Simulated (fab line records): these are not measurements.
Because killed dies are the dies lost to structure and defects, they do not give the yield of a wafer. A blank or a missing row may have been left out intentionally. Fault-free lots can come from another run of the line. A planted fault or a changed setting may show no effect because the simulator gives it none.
Struck lot and sound lot, side by side    flow n5Finfet    37 steps out of a route of 1938
Sound: these wafers, L603.1, L603.2, L603.5. Wafers struck: L615.3, L615.5, L615.6. The cause is named last.
Per side, at each step with rows, come the tool, then ch with its chambers, and then its first start. Under that, the readings that differ: sound wafers    struck wafers    difference of the means    sigmas: that difference in standard deviations of wafers without a fault.
alike: same words and numbers on both sides, and readings whose means sit less than 2 such deviations apart. not compared: any withheld reading, any reading some wafer has no value for, any bound like >300 that may hide the same value, and any number with overlapping values for which the record gives no deviation.
The two part at a step that has a row with sigmas, a row that says differs or no value, or rows on one side only. Numbers that have no deviation but don't overlap get no sigmas and don't part them. A reading missing from all wafers of one side parts the sides only when that side holds two or more wafers.

first, 9 steps without rows for these wafers: N5_BEOL_M4_ANNEAL_95 (time 240 s); N5_BEOL_M4_SPUTTER_96 (material Cu, target thk 4.5 nm, time 8.29 s); N5_BEOL_M4_ECD_50 (material Cu, target thk 300 nm); N5_BEOL_M4_ANNEAL_51 (time 90 s); N5_BEOL_M4_CMP_52 (polishes, stops on SiOC, t overpolish 6.8 s, target thk 40 nm); N5_BEOL_M4_PRE_CLEAN_60 (time 15 s); N5_BEOL_M4_CO_CAP_55 (material Co, precursor CCTBA/H2, target thk 2 nm, time 102.1 s); N5_BEOL_M4_PRE_CLEAN_56 (time 15 s); N5_BEOL_M4_DEP_57 (deposits SiCN from 3MS/NH3, target thk 8 nm, time 14 s).
N5_BEOL_M4_RC_MEAS_101:
  sound on prober-01 ch 0, day 10 09:22; struck on prober-02 ch 0, day 14 08:01
  alike: DIBL_N, DIBL_P, IOFF_N, IOFF_P, ION_N, ION_P, SS_N, SS_P, VT_N, VT_P
then, 24 steps without rows for these wafers: N5_BEOL_M5_ILD_DEP_00 (deposits SiCOH lowk from DEMS/porogen, target thk 140.64 nm, time 25.9 s); N5_BEOL_M5_CURE_79 (cures SiCOH lowk, time 240 s); N5_BEOL_M5_PECVD_70 (deposits SiO2 from TEOS/O2, target thk 16 nm, time 18 s); N5_BEOL_M5_HM_DEP_02 (deposits TiN, target thk 20 nm); N5_BEOL_M5_COAT_59 (time 60 s, resist thk 60 nm); N5_BEOL_M5_COAT_60 (time 60 s, resist thk 12 nm); N5_BEOL_M5_COAT_71 (time 60 s, resist thk 5 nm); N5_BEOL_M5_COAT_05 (resist thk 30 nm); N5_BEOL_M5_EBR_07; N5_BEOL_M5_SOFTBAKE_06 (time 60 s); N5_BEOL_M5_EXPOSE_08 (exposes mask M5, target cd 28 nm); N5_BEOL_M5_PEB_09 (peb time 60 s); N5_BEOL_M5_DEVELOP_10 (develop time 30 s); N5_BEOL_M5_DESCUM_16 (chemistry O2, time 7 s); N5_BEOL_M5_ETCH_72 (etches underlayer in N2/H2, target depth 6.5 nm, time 5.2 s); N5_BEOL_M5_ETCH_61 (etches SiARC in CF4, target depth 15.6 nm, time 26 s); N5_BEOL_M5_ETCH_62 (etches SOC in N2/H2, target depth 75 nm, overetch 15 nm, time 112.5 s); N5_BEOL_M5_STRIP_63 (strips in N2/H2); N5_BEOL_M5_STRIP_73 (strips in N2/H2); N5_BEOL_M5_STRIP_64 (strips in CF4); N5_BEOL_M5_HM_OPEN_17 (chemistry Cl2/BCl3, target TiN, target depth 20 nm, overetch 6 nm); N5_BEOL_M5_STRIP_19 (strips in O2); N5_BEOL_M5_COAT_65 (time 60 s, resist thk 60 nm); N5_BEOL_M5_COAT_66 (time 60 s, resist thk 12 nm).
N5_BEOL_M5_ETCH_67: etches SiARC in CF4, target depth 15.6 nm, time 26 s.
  sound on rieDiel-04 ch 0,3, day 10 14:07; struck on rieDiel-02 ch 1,2, day 14 12:05
  no value came back on the struck wafers for any of 9 readings (biasW (W), cf4FlowSccm (sccm) and others); on the sound wafers biasW (W) reads 36.23 36.01 35.95
reading                                      sound     struck          difference  sigmas
model.CAR-EUV_of_BEOL_M5_COAT_22.thkNm (nm)  11 11 11  20.4 20.4 20.4  +9.4        
  not compared: rfHoursCounterH
N5_BEOL_M5_ETCH_68: etches SOC in N2/H2, target depth 80 nm, overetch 16 nm, time 120 s.
  sound on rieDiel-04 ch 0,3, day 10 14:08; struck on rieDiel-02 ch 1,2, day 14 12:07
reading              sound           struck          difference  sigmas
oesProductAu (a.u.)  0.53 0.56 0.57  0.26 0.26 0.35  -0.26       -4
  alike: biasW, chamberPressureMTorr, drypumpMotorCurrentA, rfFwdPowerW, rfVppV, showerheadPlenumPTorr, throttleValvePct
  not compared: rfHoursCounterH
-- here the record skips 5 days between the struck wafers' starts before and after, leaving off in module BEOL_M5 and picking up in module PASSIVATION (first step shown: number 1936 of the route) --
N5_PASSIVATION_PROBE_49:
  only the struck wafers here have rows in the record (prober-02, day 19 07:12); the sound ones have none

WHERE THEY PART
First at N5_BEOL_M5_ETCH_67; last, within this record, at N5_PASSIVATION_PROBE_49.

WHY: whatever the simulator had introduced
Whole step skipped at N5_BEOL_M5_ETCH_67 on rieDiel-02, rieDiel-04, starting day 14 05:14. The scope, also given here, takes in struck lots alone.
